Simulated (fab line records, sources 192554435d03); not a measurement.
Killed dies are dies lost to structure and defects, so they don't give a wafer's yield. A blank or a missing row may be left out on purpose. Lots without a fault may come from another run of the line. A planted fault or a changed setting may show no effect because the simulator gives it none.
Which tool did it? | flow n5_finfet | 12 lots, 36 wafers sampled, at 2 steps of a route of 1938

WHAT THE GAUGES READ, wafer by wafer
N5_DUMMY_GATE_INSPECT_17: inspects for defects (brightfield).
lot  | measured    | on                | raw_defect_count
L075 | day 3 06:52 | defect_inspect-02 | 181 246 145
L077 | day 3 19:32 | defect_inspect-02 | 173 169 255
L079 | day 4 10:23 | defect_inspect-01 | 117 153 147
L081 | day 4 21:16 | defect_inspect-01 | 234 197 177
L083 | day 5 05:04 | defect_inspect-02 | 186 143 176
L085 | day 5 19:07 | defect_inspect-02 | 234 229 296
L087 | day 6 04:49 | defect_inspect-01 | 149 209 218
L089 | day 6 23:02 | defect_inspect-02 | 193 234 116
L091 | day 7 10:16 | defect_inspect-02 | 130 120 113
L093 | day 7 18:29 | defect_inspect-01 | 204 142 138
L095 | day 8 13:40 | defect_inspect-02 | 245 199 224
L096 | day 9 04:40 | defect_inspect-02 | 192 163 323

WHICH TOOL RAN EACH LOT (tool, then ch and the chambers of the sampled wafers, then the start)
lot  | N5_DUMMY_GATE_CMP_04
L075 | cmp-01 ch 0,2, day 3 00:19
L077 | cmp-01 ch 2,3, day 3 14:55
L079 | cmp-02 ch 0,2, day 4 05:45
L081 | cmp-01 ch 0,1,2, day 4 16:30
L083 | cmp-01 ch 1,2,3, day 5 00:25
L085 | cmp-03 ch 0,2,3, day 5 12:33
L087 | cmp-01 ch 0,2,3, day 6 00:02
L089 | cmp-03 ch 0,3, day 6 16:29
L091 | cmp-03 ch 1,2,3, day 7 02:19
L093 | cmp-02 ch 1,2,3, day 7 13:45
L095 | cmp-01 ch 0,1,3, day 8 09:01
L096 | cmp-03 ch 0,2,3, day 8 20:28
- N5_DUMMY_GATE_CMP_04: polishes a-Si.

THE ANSWER, worked out from the rows above alone
Rule: what is usual is taken from the lots themselves. Put in order of their means at a reading, lots are off if they are a third of the lots or fewer, leave a main group of 4 or more, and stand apart from it by a gap of 3 or more times the standard deviation of the main group's means; of several such gaps the widest counts. A main group whose means are all the same, to the digits that the tables above print for the reading, isn't used. A lot without any number at a reading at which 4 lots or more have one is off too. The other lots that the step has rows for count as sound.
No lot is off at any reading shown: from this, nothing can be told.

WHAT THE SIMULATOR HAD PUT IN
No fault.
